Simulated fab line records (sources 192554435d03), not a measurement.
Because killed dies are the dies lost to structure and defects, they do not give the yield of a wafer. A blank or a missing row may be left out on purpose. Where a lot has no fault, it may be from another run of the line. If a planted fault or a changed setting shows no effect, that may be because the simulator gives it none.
Split-lot trial | flow n5-finfet | 39 wafers read from 7 lots, route of 1938 steps

THE SPLIT
At N5_HKMG_FIN_ETCH_58 (etches SOC in N2/H2, target depth 215.8 nm, time 741 s), the setting target-depth-a was moved away from the recipe's 2158 angstrom on 18 of the 39 wafers read, by -54.5% to -16.0%. For the rest of the wafers, this setting stayed at what the recipe calls for.

Reading taken at the split's own step.

THE READING
SOC_of_HKMG_FIN_COAT_41.thk-nm (the simulator's own value, which no gauge read), in nm, at N5_HKMG_FIN_ETCH_58 (etches SOC in N2/H2, target depth 215.8 nm, time 741 s). The file does not state a usual value for it. Average 88.8 nm, standard deviation 4 nm, over the 21 wafers here run with the recipe.

wafer  | tool, chamber at the split | target-depth-a as run, angstrom | against the recipe | SOC_of_HKMG_FIN_COAT_41.thk-nm, nm | against lot-mates on the recipe
L077.1 | rie-diel-03, 1             | 1558                            | -27.8%             | 148                                | +56.2
L077.2 | rie-diel-03, 2             | 2158                            | recipe             | 94.4                               | -
L077.3 | rie-diel-03, 3             | 2158                            | recipe             | 86.6                               | -
L077.4 | rie-diel-03, 0             | 1558                            | -27.8%             | 147.8                              | +56.0
L077.5 | rie-diel-03, 1             | 1558                            | -27.8%             | 146.8                              | +55.0
L077.6 | rie-diel-03, 2             | 2158                            | recipe             | 94.4                               | -
L079.1 | rie-diel-03, 0             | 1813                            | -16.0%             | 120.2                              | +32.4
L079.2 | rie-diel-03, 3             | 2158                            | recipe             | 86.8                               | -
L079.3 | rie-diel-03, 1             | 1813                            | -16.0%             | 119.8                              | +32.0
L079.4 | rie-diel-03, 2             | 1813                            | -16.0%             | 126                                | +38.2
L079.5 | rie-diel-03, 3             | 2158                            | recipe             | 84.8                               | -
L079.6 | rie-diel-03, 2             | 2158                            | recipe             | 91.8                               | -
L081.1 | rie-diel-03, 3             | 2158                            | recipe             | 86                                 | -
L081.2 | rie-diel-03, 0             | 2158                            | recipe             | 87.8                               | -
L081.3 | rie-diel-03, 1             | 1377                            | -36.2%             | 162.6                              | +73.9
L081.4 | rie-diel-03, 2             | 2158                            | recipe             | 92.2                               | -
L081.5 | rie-diel-03, 1             | 1377                            | -36.2%             | 163.4                              | +74.7
L081.6 | rie-diel-03, 2             | 1377                            | -36.2%             | 167.4                              | +78.7
L088.1 | rie-diel-03, 3             | 981.8                           | -54.5%             | 204.2                              | +112.2
L088.2 | rie-diel-03, 1             | 981.8                           | -54.5%             | 203.4                              | +111.4
L088.3 | rie-diel-03, 2             | 2158                            | recipe             | 94                                 | -
L088.4 | rie-diel-03, 1             | 2158                            | recipe             | 86.6                               | -
L088.5 | rie-diel-03, 2             | 2158                            | recipe             | 95.4                               | -
L088.6 | rie-diel-03, 3             | 981.8                           | -54.5%             | 203                                | +111.0
L089.1 | rie-diel-04, 0             | 2158                            | recipe             | 91.2                               | -
L089.2 | rie-diel-04, 3             | 2158                            | recipe             | 89.4                               | -
L089.3 | rie-diel-04, 2             | 2158                            | recipe             | 86.2                               | -
L089.4 | rie-diel-04, 1             | 1350                            | -37.4%             | 167.2                              | +78.3
L089.5 | rie-diel-04, 2             | 1350                            | -37.4%             | 166.6                              | +77.7
L089.6 | rie-diel-04, 1             | 1350                            | -37.4%             | 167.2                              | +78.3
L092.1 | rie-diel-01, 3             | 1679                            | -22.2%             | 128.6                              | +45.8
L092.2 | rie-diel-01, 2             | 2158                            | recipe             | 85.8                               | -
L092.3 | rie-diel-01, 1             | 2158                            | recipe             | 81.8                               | -
L092.4 | rie-diel-01, 0             | 2158                            | recipe             | 80.8                               | -
L092.5 | rie-diel-01, 0             | 1679                            | -22.2%             | 133.6                              | +50.8
L092.6 | rie-diel-01, 1             | 1679                            | -22.2%             | 131.2                              | +48.4
L094.1 | rie-diel-03, 0             | 2158                            | recipe             | 86.4                               | -
L094.2 | rie-diel-03, 2             | 2158                            | recipe             | 90.8                               | -
L094.5 | rie-diel-03, 2             | 2158                            | recipe             | 91                                 | -

THE FIT
A straight line over all 39 wafers: SOC_of_HKMG_FIN_COAT_41.thk-nm changes by -2.09 nm for each +1% of target-depth-a; r = -1.00; the points scatter about the line by 3.5 nm.
The same after taking each lot's own level away (the mean of its wafers on the recipe; 39 wafers): -2.06 nm for each +1%; r = -1.00; scatter 2.7 nm.
According to that fit, moving target-depth-a by its largest amount changes the reading by 1.1e+02 nm.
Measured against the standard deviation above, the lots' own levels, which go from 82.80 to 92.00 nm, span 2.3 times it.
So the lot-to-lot level changes the slope little: the two slopes agree.
Check: for one of the wafers moved furthest among these (-54.5%), held out of the fit, the line's prediction against its lot-mates is +113 nm. Against them it came out at +112 nm.

ADDITIONAL SPLITS CARRIED BY THESE WAFERS
Other splits were also applied to these wafers ahead of the reading. Each is held against what the fit with the lots' levels taken away leaves over:
other split on the same wafers                    | wafers away from the commonest value | r with SOC_of_HKMG_FIN_COAT_41.thk-nm (lot level and that fit taken away)
N5_PMOS_HMC_CHANNEL_EPI_DEVELOP_08 develop-time-s | 15                                   | +0.20
N5_HKMG_FIN_ETCH_55 time-s                        | 12                                   | -0.18

THE WHOLE CHAIN: every reading that the file lists as answering this split, in the file's order
step                | what it does                                           | reading                                                                         | change (the file's fit)              | r (the file's)
N5_HKMG_FIN_ETCH_58 | etches SOC in N2/H2, target depth 215.8 nm, time 741 s | HKMG_FIN.feature-depth-nm (the simulator's own value, which no gauge read)      | +2.06 nm for each +1% of the setting | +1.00
N5_HKMG_FIN_ETCH_58 | etches SOC in N2/H2, target depth 215.8 nm, time 741 s | etch.depth-nm (the simulator's own value, which no gauge read)                  | +2.06 nm for each +1% of the setting | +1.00
N5_HKMG_FIN_ETCH_58 | etches SOC in N2/H2, target depth 215.8 nm, time 741 s | SOC_of_HKMG_FIN_COAT_41.thk-nm (the simulator's own value, which no gauge read) | -2.07 nm for each +1% of the setting | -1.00

FILE'S OWN FIT
SOC_of_HKMG_FIN_COAT_41.thk-nm changes by -2.07 nm for each +1% of target-depth-a, r = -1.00.
